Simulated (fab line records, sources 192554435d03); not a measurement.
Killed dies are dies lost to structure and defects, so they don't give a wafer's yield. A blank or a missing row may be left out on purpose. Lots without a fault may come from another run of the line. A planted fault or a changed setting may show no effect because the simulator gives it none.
Split-lot experiment | flow n5_finfet | 7 lots, 21 wafers read, on a route of 1938 steps

THE SPLIT
At N5_BEOL_M13_EXPOSE_07 (exposes mask V12), the setting dose_mj was moved away from the recipe's 24.8 on 7 of the 21 wafers read, by -4.6% to +5.3%. The other wafers ran this setting at the recipe's value.

FROM THE SPLIT TO THE READING: what the file shows between them, 11 steps
- N5_BEOL_M13_PEB_08: peb time 90 s
- N5_BEOL_M13_DEVELOP_09: develop time 45 s
- N5_BEOL_M13_HARDBAKE_14: time 120 s
- N5_BEOL_M13_CD_MEAS_10: target cd 190 nm
- N5_BEOL_M13_DESCUM_15: chemistry O2, time 7.9 s
- N5_BEOL_M13_ETCH_59: etches BARC in N2/H2, target depth 89 nm, overetch 26.7 nm, time 67.9 s
- N5_BEOL_M13_VIA_ETCH_16: etches SiOC in C4F8/O2/Ar, target depth 921.7 nm
- N5_BEOL_M13_STRIP_63: strips in N2/H2
- N5_BEOL_M13_STRIP_64: strips in N2/H2
- N5_BEOL_M13_STRIP_71: strips in post etch residue remover, time 60 s
- N5_BEOL_M13_SRD_72: time 30 s, dry time 30 s

THE READING
cd_nm, in nm, at N5_BEOL_M13_CD_MEAS_17 (target cd 190 nm). Fault-free wafers of this fab line usually give 189.8 nm, standard deviation 1.2 nm.

wafer  | tool, chamber at the split | dose_mj as run | against the recipe | cd_nm, nm | against lot-mates on the recipe
L079.1 | krf_scanner-01, 0          | 24.8           | recipe             | 189.9     | -
L079.2 | krf_scanner-01, 0          | 24.8           | recipe             | 192.6     | -
L079.3 | krf_scanner-01, 0          | 24.15          | -2.6%              | 187.2     | -4.1
L080.3 | krf_scanner-01, 0          | 23.66          | -4.6%              | 186.8     | -3.6
L080.4 | krf_scanner-01, 0          | 23.66          | -4.6%              | 186.3     | -4.1
L080.6 | krf_scanner-01, 0          | 24.8           | recipe             | 190.4     | -
L081.1 | krf_scanner-02, 0          | 26.12          | +5.3%              | 196.2     | +6.0
L081.4 | krf_scanner-02, 0          | 24.8           | recipe             | 190.7     | -
L081.6 | krf_scanner-02, 0          | 24.8           | recipe             | 189.7     | -
L082.2 | krf_scanner-02, 0          | 24.8           | recipe             | 189.8     | -
L082.3 | krf_scanner-02, 0          | 24.8           | recipe             | 188.3     | -
L082.4 | krf_scanner-02, 0          | 24.8           | recipe             | 190.6     | -
L088.3 | krf_scanner-01, 0          | 24.8           | recipe             | 191.2     | -
L088.4 | krf_scanner-01, 0          | 25.29          | +2.0%              | 194.6     | +3.4
L088.6 | krf_scanner-01, 0          | 25.29          | +2.0%              | 192.4     | +1.2
L097.4 | krf_scanner-01, 0          | 24.8           | recipe             | 190.1     | -
L097.5 | krf_scanner-01, 0          | 24.23          | -2.3%              | 186.7     | -4.1
L097.6 | krf_scanner-01, 0          | 24.8           | recipe             | 191.5     | -
L096.1 | krf_scanner-01, 0          | 24.8           | recipe             | 189.0     | -
L096.5 | krf_scanner-01, 0          | 24.8           | recipe             | 187.4     | -
L096.6 | krf_scanner-01, 0          | 24.8           | recipe             | 189.2     | -

THE FIT
A straight line over all 21 wafers: cd_nm changes by +1.05 nm for each +1% of dose_mj; r = +0.87; the points scatter about the line by 1.3 nm.
The same after taking each lot's own level away (the mean of its wafers on the recipe; 21 wafers): +1.06 nm for each +1%; r = +0.92; scatter 1 nm.
On that fit, the largest move of dose_mj shifts the reading by 5.7 nm.
The lots' own levels span 188.53 to 191.25 nm, that is 2.3 times the standard deviation above.
So the lot-to-lot level changes the slope little: the two slopes agree.
Check: with one of the wafers moved furthest among these (+5.3%) left out of the fit, the line predicts +5.45 nm for it against its lot-mates. It came out at +6 nm against them.

OTHER SPLITS ON THESE WAFERS
These wafers also went through other splits before the reading. Each is held against what the fit with the lots' levels taken away leaves over:
other split on the same wafers | wafers away from the commonest value | r with cd_nm (lot level and that fit taken away)
N5_BEOL_M11_EXPOSE_08 dose_mj  | 9                                    | -0.08
N5_BEOL_M13_COAT_04 spin_rpm   | 9                                    | +0.12

THE WHOLE CHAIN: every reading that the file lists as answering this split, in the file's order
step                   | what it does     | reading | change (the file's fit)              | r (the file's)
N5_BEOL_M13_CD_MEAS_10 | target cd 190 nm | cd_nm   | +1.09 nm for each +1% of the setting | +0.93
N5_BEOL_M13_CD_MEAS_17 | target cd 190 nm | cd_nm   | +1.13 nm for each +1% of the setting | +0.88

THE FILE'S OWN FIT
cd_nm changes by +1.13 nm for each +1% of dose_mj, r = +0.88.
